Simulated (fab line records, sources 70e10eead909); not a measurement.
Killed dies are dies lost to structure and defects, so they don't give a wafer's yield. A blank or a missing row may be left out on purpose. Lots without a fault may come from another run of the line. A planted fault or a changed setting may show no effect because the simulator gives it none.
Chamber matching | flow nand_harc | NHARC_A_STAIRCASE_DESCUM_11 on rie_diel-05: 4 sister chambers
The step chemistry O2, time 3 s. 4 wafers are shown with their chamber, then 12 later ones without.

WAFERS WITH THEIR CHAMBER
wafer  | chamber | drypump_motor_current_A (A)
L083.5 | 1       | 4.7
L085.1 | 3       | 5.8
L085.3 | 0       | 4.7
L085.4 | 2       | 5.9

WAFERS WITHOUT THEIR CHAMBER
wafer  | drypump_motor_current_A (A)
L090.1 | 4.7
L090.2 | 5.9
L090.6 | 5.7
L093.3 | 4.7
L093.4 | 5.8
L093.5 | 5.7
L095.2 | 6.0
L095.5 | 5.7
L095.6 | 4.7
L097.3 | 5.9
L097.4 | 4.7
L097.6 | 4.7

WHICH CHAMBER EACH WENT THROUGH
wafer  | from the rows above     | in truth
L090.1 | can't be placed: 0 or 1 | 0
L090.2 | can't be placed: 2 or 3 | 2
L090.6 | can't be placed: 3 or 2 | 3
L093.3 | can't be placed: 0 or 1 | 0
L093.4 | can't be placed: 3 or 2 | 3
L093.5 | can't be placed: 3 or 2 | 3
L095.2 | can't be placed: 2 or 3 | 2
L095.5 | can't be placed: 3 or 2 | 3
L095.6 | can't be placed: 0 or 1 | 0
L097.3 | can't be placed: 2 or 3 | 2
L097.4 | can't be placed: 0 or 1 | 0
L097.6 | can't be placed: 0 or 1 | 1
Placed correctly: 0 of 12. Can't be placed from these rows: 12 (the true chamber is among the candidates in 12). Placed wrongly: 0.
How it was worked out, from the rows above alone: a wafer's distance from a chamber is the root of the sum, over the readings, of the square of ((its reading less the chamber's mean) divided by the reading's scatter). The wafer belongs to the nearest chamber; if the next one is less than 2 further off, it can't be placed. A chamber's mean is the mean of its shown wafers. The scatter: with one shown wafer a chamber, the root of the mean of the squares of how far each hidden wafer lies from its nearest shown one.
